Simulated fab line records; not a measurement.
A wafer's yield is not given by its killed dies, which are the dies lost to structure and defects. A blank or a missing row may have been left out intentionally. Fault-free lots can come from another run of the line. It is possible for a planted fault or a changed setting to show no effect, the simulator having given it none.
Which of the tools did it? | flow n5-finfet | 23 lots, 69 wafers sampled, at 5 steps of a route of 1938

## WHAT THE GAUGES SHOWED, per wafer
N5_BEOL_M7_THK_MEAS_01. Usual: for M7_ILD_THK the level is 155.1 nm and the standard deviation is 2.3.
lot  | measured     | on            | M7_ILD_THK (nm)   | flag
L076 | day 9 09:14  | film-metro-01 | 153.6 158.9 156.6 |
L077 | day 9 11:23  | film-metro-01 | 155.9 154.1 157.3 |
L074 | day 9 20:04  | film-metro-01 | 150.4 152.9 154.1 |
L079 | day 10 00:49 | film-metro-02 | 153.1 156.2 157.8 |
L078 | day 10 05:48 | film-metro-02 | 154.6 153.1 155.0 |
L080 | day 10 07:04 | film-metro-01 | 151.7 150.2 156.5 |
L081 | day 10 10:26 | film-metro-02 | 156.7 156.9 157.4 |
L082 | day 11 00:36 | film-metro-01 | 153.6 158.1 155.8 |
L083 | day 11 03:56 | film-metro-01 | 156.1 152.8 158.0 |
L084 | day 11 15:13 | film-metro-02 | 153.4 158.3 157.1 |
L085 | day 11 22:52 | film-metro-02 | 153.3 151.1 154.1 |
L086 | day 12 00:23 | film-metro-01 | 155.4 156.2 156.0 |
L087 | day 12 08:29 | film-metro-02 | 153.7 152.6 152.3 |
L088 | day 12 16:48 | film-metro-01 | 155.4 159.2 156.4 |
L089 | day 12 18:19 | film-metro-02 | 153.7 154.1 153.6 |
L091 | day 12 21:43 | film-metro-02 | 154.8 155.9 158.0 |
L090 | day 13 08:33 | film-metro-01 | 154.6 156.8 157.2 |
L092 | day 13 14:50 | film-metro-01 | 151.4 155.7 153.9 |
L094 | day 13 16:55 | film-metro-01 | 153.9 152.3 157.2 |
L093 | day 13 17:19 | film-metro-02 | 152.9 157.1 155.6 |
L095 | day 14 07:31 | film-metro-01 | 156.3 158.8 158.6 |
L096 | day 14 12:53 | film-metro-01 | 154.0 158.0 157.0 |
L097 | day 14 13:27 | film-metro-02 | 155.6 156.8 155.8 |

N5_BEOL_M7_CD_MEAS_18: pitch 80 nm, target cd 40 nm. Usual: 40.0 nm for cd-nm, sd 0.85.
lot  | measured     | on        | cd-nm (nm)     | flag
L076 | day 9 11:58  | cd-sem-01 | 39.8 40.8 41.3 |
L077 | day 9 13:38  | cd-sem-01 | 39.4 39.5 41.0 |
L074 | day 9 22:26  | cd-sem-03 | 39.9 40.3 40.5 |
L079 | day 10 02:44 | cd-sem-03 | 40.0 40.3 38.8 |
L078 | day 10 08:52 | cd-sem-03 | 39.8 38.7 39.9 |
L080 | day 10 08:59 | cd-sem-01 | 40.7 40.5 40.3 |
L081 | day 10 11:55 | cd-sem-02 | 41.9 41.4 41.3 |
L082 | day 11 02:29 | cd-sem-01 | 39.4 40.1 39.6 |
L083 | day 11 05:54 | cd-sem-02 | 38.7 38.1 39.3 |
L084 | day 11 17:51 | cd-sem-01 | 40.4 39.0 39.0 |
L085 | day 12 01:53 | cd-sem-03 | 41.3 41.3 41.7 |
L086 | day 12 03:28 | cd-sem-02 | 40.1 39.6 39.5 |
L087 | day 12 10:21 | cd-sem-01 | 40.4 40.6 40.8 |
L088 | day 12 18:45 | cd-sem-02 | 39.1 39.4 38.6 |
L089 | day 12 22:42 | cd-sem-01 | 39.6 41.0 39.8 |
L091 | day 13 00:21 | cd-sem-03 | 38.9 39.7 38.9 |
L090 | day 13 10:56 | cd-sem-01 | 40.5 39.4 39.6 |
L092 | day 13 16:28 | cd-sem-03 | 39.5 39.5 39.7 |
L094 | day 13 21:12 | cd-sem-03 | 40.9 39.5 40.0 |
L093 | day 13 21:20 | cd-sem-02 | 39.3 41.5 40.0 |
L095 | day 14 08:41 | cd-sem-02 | 38.4 39.9 39.8 |
L096 | day 14 14:36 | cd-sem-01 | 39.7 40.3 39.1 |
L097 | day 14 14:55 | cd-sem-02 | 40.2 39.1 40.0 |

## WHAT TOOL EACH LOT RAN ON (gives the tool, then ch and the chambers of the sampled wafers, and finally the start)
lot  | N5_BEOL_M6_STRIP_36                | N5_BEOL_M6_DEP_56               | N5_BEOL_M7_ETCH_61
L076 | rie-diel-05 ch 2,3, day 9 05:53    | pecvd-02 ch 0,2, day 9 08:31    | rie-diel-02 ch 0,1,3, day 9 11:23
L077 | rie-diel-06 ch 1,2,3, day 9 06:04  | pecvd-04 ch 0,1, day 9 10:12    | rie-diel-01 ch 0,1,3, day 9 13:13
L074 | rie-diel-05 ch 1,3, day 9 15:58    | pecvd-01 ch 0,1, day 9 19:21    | rie-diel-04 ch 1,2, day 9 21:56
L079 | rie-diel-06 ch 0,2,3, day 9 20:59  | pecvd-02 ch 1,2, day 10 00:07   | rie-diel-01 ch 0,2,3, day 10 02:19
L078 | rie-diel-05 ch 0,1,3, day 10 01:19 | pecvd-04 ch 0,1,2, day 10 04:38 | rie-diel-01 ch 0,1,3, day 10 08:16
L080 | rie-diel-03 ch 0,2, day 10 01:52   | pecvd-04 ch 0,2, day 10 05:53   | rie-diel-01 ch 0,1, day 10 08:34
L081 | rie-diel-03 ch 1,2, day 10 07:13   | pecvd-04 ch 0,2, day 10 09:44   | rie-diel-04 ch 0,2, day 10 11:29
L082 | rie-diel-03 ch 2,3, day 10 21:14   | pecvd-02 ch 1,2, day 10 23:52   | rie-diel-02 ch 0,1,2, day 11 02:04
L083 | rie-diel-03 ch 1,2,3, day 11 00:33 | pecvd-04 ch 0,2, day 11 03:14   | rie-diel-01 ch 1,2,3, day 11 05:29
L084 | rie-diel-06 ch 0,3, day 11 09:25   | pecvd-02 ch 0,1,2, day 11 14:30 | rie-diel-02 ch 0,1,3, day 11 17:26
L085 | rie-diel-05 ch 0,2,3, day 11 18:51 | pecvd-02 ch 0,1, day 11 22:10   | rie-diel-02 ch 1,2, day 12 01:28
L086 | rie-diel-05 ch 1,3, day 11 20:19   | pecvd-04 ch 1,2, day 11 23:41   | rie-diel-01 ch 0,1, day 12 03:02
L087 | rie-diel-03 ch 2,3, day 12 04:50   | pecvd-01 ch 1,2, day 12 07:46   | rie-diel-04 ch 2,3, day 12 09:55
L088 | rie-diel-06 ch 0,3, day 12 13:26   | pecvd-04 ch 0,1,2, day 12 15:56 | rie-diel-04 ch 1,2,3, day 12 18:13
L089 | rie-diel-06 ch 0,2,3, day 12 15:26 | pecvd-01 ch 0,1,2, day 12 17:37 | rie-diel-01 ch 0,1,3, day 12 22:09
L091 | rie-diel-03 ch 0,2,3, day 12 17:57 | pecvd-01 ch 0,1, day 12 21:00   | rie-diel-04 ch 1,2, day 12 23:39
L090 | rie-diel-05 ch 1,2,3, day 13 05:04 | pecvd-02 ch 0,2, day 13 07:50   | rie-diel-04 ch 0,1, day 13 10:31
L092 | rie-diel-03 ch 0,1,2, day 13 10:00 | pecvd-04 ch 1,2, day 13 14:07   | rie-diel-01 ch 0,3, day 13 16:02
L094 | rie-diel-05 ch 1,3, day 13 12:57   | pecvd-02 ch 0,1,2, day 13 16:13 | rie-diel-01 ch 1,2,3, day 13 20:39
L093 | rie-diel-06 ch 0,1,2, day 13 13:10 | pecvd-04 ch 0,1,2, day 13 16:36 | rie-diel-01 ch 0,3, day 13 20:54
L095 | rie-diel-03 ch 0,2,3, day 14 02:19 | pecvd-04 ch 0,1,2, day 14 06:49 | rie-diel-01 ch 0,1,2, day 14 08:16
L096 | rie-diel-06 ch 1,2, day 14 09:16   | pecvd-02 ch 0,1,2, day 14 12:10 | rie-diel-01 ch 0,2,3, day 14 13:57
L097 | rie-diel-03 ch 1,3, day 14 09:35   | pecvd-04 ch 0,1,2, day 14 12:43 | rie-diel-01 ch 0,2,3, day 14 14:19
- N5_BEOL_M6_STRIP_36: strips in N2/H2.
- N5_BEOL_M6_DEP_56: deposits SiCN from 3MS/NH3, target thk 10 nm, time 17.5 s.
- N5_BEOL_M7_ETCH_61: etches SiARC in CF4, target depth 45.5 nm, time 75.8 s.

## AS READ BY THE TOOLS THEMSELVES (means over the sampled wafers that have a number; for cases with no such wafer, the mark the record gives instead)
N5_BEOL_M6_STRIP_36. Usual: drypump-motor-current-A 5.5 A, standard deviation 0.51; h2-flow-sccm 200.1 sccm, standard deviation 0.59; oes-product-au 0.82 a.u., standard deviation 0.091; rf-vpp-V 59.3 V, standard deviation 1.5; showerhead-plenum-p-Torr 2.52 Torr, standard deviation 0.071; throttle-valve-pct 23.76 %, standard deviation 0.28.
lot  | tool        | drypump-motor-current-A (A) | h2-flow-sccm (sccm) | oes-product-au (a.u.) | rf-vpp-V (V) | showerhead-plenum-p-Torr (Torr) | throttle-valve-pct (%) | flag
L076 | rie-diel-05 | 5.7                         | 200.1               | 0.70                  | 59.4         | 2.49                            | 23.91                  |
L077 | rie-diel-06 | 5.1                         | 200.4               | 0.77                  | 58.9         | 2.52                            | 23.65                  |
L074 | rie-diel-05 | 5.4                         | 200.1               | 0.79                  | 59.0         | 2.56                            | 23.67                  |
L079 | rie-diel-06 | 5.0                         | 200.5               | 0.82                  | 60.5         | 2.56                            | 23.62                  |
L078 | rie-diel-05 | 5.7                         | 200.3               | 0.80                  | 59.6         | 2.52                            | 23.61                  |
L080 | rie-diel-03 | 6.1                         | 200.3               | 0.93                  | 58.6         | 2.53                            | 23.93                  |
L081 | rie-diel-03 | 5.8                         | 200.0               | 0.88                  | 59.3         | 2.56                            | 23.97                  |
L082 | rie-diel-03 | 5.7                         | 200.5               | 0.89                  | 61.1         | 2.61                            | 24.16                  |
L083 | rie-diel-03 | 5.7                         | 199.9               | 0.88                  | 57.7         | 2.56                            | 23.91                  |
L084 | rie-diel-06 | 5.1                         | 200.5               | 0.80                  | 60.0         | 2.60                            | 23.71                  |
L085 | rie-diel-05 | 5.6                         | 200.3               | 0.75                  | 58.8         | 2.45                            | 23.69                  |
L086 | rie-diel-05 | 5.8                         | 200.2               | 0.73                  | 59.2         | 2.53                            | 23.87                  |
L087 | rie-diel-03 | 5.7                         | 199.8               | 0.86                  | 59.4         | 2.60                            | 24.19                  |
L088 | rie-diel-06 | 5.1                         | 200.3               | 0.78                  | 60.4         | 2.59                            | 23.70                  |
L089 | rie-diel-06 | 4.9                         | 199.5               | 0.80                  | 60.6         | 2.55                            | 23.67                  |
L091 | rie-diel-03 | 5.9                         | 200.8               | 0.87                  | 59.5         | 2.57                            | 24.06                  |
L090 | rie-diel-05 | 5.3                         | 200.1               | 0.73                  | 57.9         | 2.49                            | 23.79                  |
L092 | rie-diel-03 | 6.0                         | 200.0               | 0.86                  | 59.8         | 2.51                            | 23.87                  |
L094 | rie-diel-05 | 5.7                         | 199.7               | 0.70                  | 59.9         | 2.53                            | 23.89                  |
L093 | rie-diel-06 | 5.3                         | 200.4               | 0.87                  | 60.0         | 2.50                            | 23.57                  |
L095 | rie-diel-03 | 5.9                         | 200.7               | 0.85                  | 60.4         | 2.56                            | 24.09                  |
L096 | rie-diel-06 | 5.5                         | 200.3               | 0.89                  | 59.7         | 2.45                            | 23.51                  |
L097 | rie-diel-03 | 5.8                         | 200.3               | 0.86                  | 59.0         | 2.50                            | 23.68                  |

N5_BEOL_M6_DEP_56. Usual: showerhead-plenum-p-Torr 3.662 Torr, standard deviation 0.018; throttle-valve-pct 9.2 %, standard deviation 0.5.
lot  | tool     | showerhead-plenum-p-Torr (Torr) | throttle-valve-pct (%) | flag
L076 | pecvd-02 | 3.685                           | 8.6                    |
L077 | pecvd-04 | 3.639                           | 9.3                    |
L074 | pecvd-01 | 3.660                           | 8.9                    |
L079 | pecvd-02 | 3.673                           | 9.2                    |
L078 | pecvd-04 | 3.649                           | 9.5                    |
L080 | pecvd-04 | 3.659                           | 9.6                    |
L081 | pecvd-04 | 3.656                           | 9.6                    |
L082 | pecvd-02 | 3.679                           | 9.0                    |
L083 | pecvd-04 | 3.653                           | 9.3                    |
L084 | pecvd-02 | 3.677                           | 8.9                    |
L085 | pecvd-02 | 3.678                           | 8.9                    |
L086 | pecvd-04 | 3.647                           | 9.9                    |
L087 | pecvd-01 | 3.669                           | 8.7                    |
L088 | pecvd-04 | 3.644                           | 9.4                    |
L089 | pecvd-01 | 3.671                           | 8.8                    |
L091 | pecvd-01 | 3.670                           | 8.9                    |
L090 | pecvd-02 | 3.684                           | 8.6                    |
L092 | pecvd-04 | 3.645                           | 9.9                    |
L094 | pecvd-02 | 3.673                           | 9.0                    |
L093 | pecvd-04 | 3.653                           | 9.6                    |
L095 | pecvd-04 | 3.646                           | 9.6                    |
L096 | pecvd-02 | 3.677                           | 9.0                    |
L097 | pecvd-04 | 3.645                           | 9.5                    |

N5_BEOL_M7_ETCH_61. Usual: drypump-motor-current-A 6.0 A, standard deviation 0.61; etch-rf-on-time-s 76.4 s, standard deviation 2.9; oes-product-au 0.67 a.u., standard deviation 0.059; rf-vpp-V 183.9 V, standard deviation 1.1; showerhead-plenum-p-Torr 2.12 Torr, standard deviation 0.059; throttle-valve-pct 15.50 %, standard deviation 0.18.
lot  | tool        | drypump-motor-current-A (A) | etch-rf-on-time-s (s) | oes-product-au (a.u.) | rf-vpp-V (V) | showerhead-plenum-p-Torr (Torr) | throttle-valve-pct (%) | flag
L076 | rie-diel-02 | 5.6                         | 77.3                  | 0.68                  | 184.7        | 2.15                            | 15.65                  |
L077 | rie-diel-01 | 5.9                         | 76.5                  | 0.70                  | 184.1        | 2.13                            | 15.41                  |
L074 | rie-diel-04 | 5.2                         | 75.5                  | 0.70                  | 184.5        | 2.13                            | 15.51                  |
L079 | rie-diel-01 | 6.1                         | 75.4                  | 0.68                  | 183.8        | 2.09                            | 15.31                  |
L078 | rie-diel-01 | 5.9                         | 77.3                  | 0.69                  | 183.2        | 2.12                            | 15.42                  |
L080 | rie-diel-01 | 5.5                         | 74.2                  | 0.74                  | 183.8        | 2.11                            | 15.38                  |
L081 | rie-diel-04 | 5.8                         | 80.3                  | 0.60                  | 183.9        | 2.11                            | 15.60                  |
L082 | rie-diel-02 | 5.7                         | 76.5                  | 0.71                  | 184.6        | 2.19                            | 15.48                  |
L083 | rie-diel-01 | 6.5                         | 77.7                  | 0.66                  | 184.1        | 2.12                            | 15.47                  |
L084 | rie-diel-02 | 5.7                         | 76.8                  | 0.66                  | 183.9        | 2.14                            | 15.69                  |
L085 | rie-diel-02 | 5.9                         | 74.0                  | 0.70                  | 184.7        | 2.22                            | 15.51                  |
L086 | rie-diel-01 | 5.5                         | 75.6                  | 0.71                  | 183.6        | 2.11                            | 15.41                  |
L087 | rie-diel-04 | 6.0                         | 78.7                  | 0.62                  | 183.4        | 2.05                            | 15.54                  |
L088 | rie-diel-04 | 5.8                         | 74.9                  | 0.66                  | 183.9        | 2.09                            | 15.53                  |
L089 | rie-diel-01 | 5.9                         | 76.7                  | 0.68                  | 184.4        | 2.12                            | 15.47                  |
L091 | rie-diel-04 | 5.5                         | 76.8                  | 0.64                  | 183.3        | 2.08                            | 15.57                  |
L090 | rie-diel-04 | 5.7                         | 78.8                  | 0.63                  | 184.5        | 2.20                            | 15.69                  |
L092 | rie-diel-01 | 5.9                         | 78.1                  | 0.63                  | 183.1        | 2.10                            | 15.38                  |
L094 | rie-diel-01 | 6.5                         | 78.4                  | 0.64                  | 184.1        | 2.11                            | 15.50                  |
L093 | rie-diel-01 | 5.5                         | 75.6                  | 0.67                  | 182.9        | 2.08                            | 15.34                  |
L095 | rie-diel-01 | 6.1                         | 75.5                  | 0.68                  | 184.4        | 2.10                            | 15.47                  |
L096 | rie-diel-01 | 6.1                         | 75.9                  | 0.64                  | 183.4        | 2.08                            | 15.38                  |
L097 | rie-diel-01 | 6.0                         | 76.3                  | 0.65                  | 183.9        | 2.08                            | 15.37                  |

## THE ANSWER, worked out from the rows above alone
Rule: a lot is off if the mean of its wafers that have a number lies more than 3 standard deviations from the usual mean. Also off: a lot with no number at a reading for which 4 or more lots have one. All remaining lots with rows at the step are treated as sound. First the gauges in route order, then the tools' own readings, where a lot's mean is used as printed above. At the first step where some lot is off, the reading lying furthest off is the one used; lots without a number count as furthest.
Nothing can be told from this: no lot is off at any reading shown.

## WHAT THE SIMULATOR HAD PUT IN
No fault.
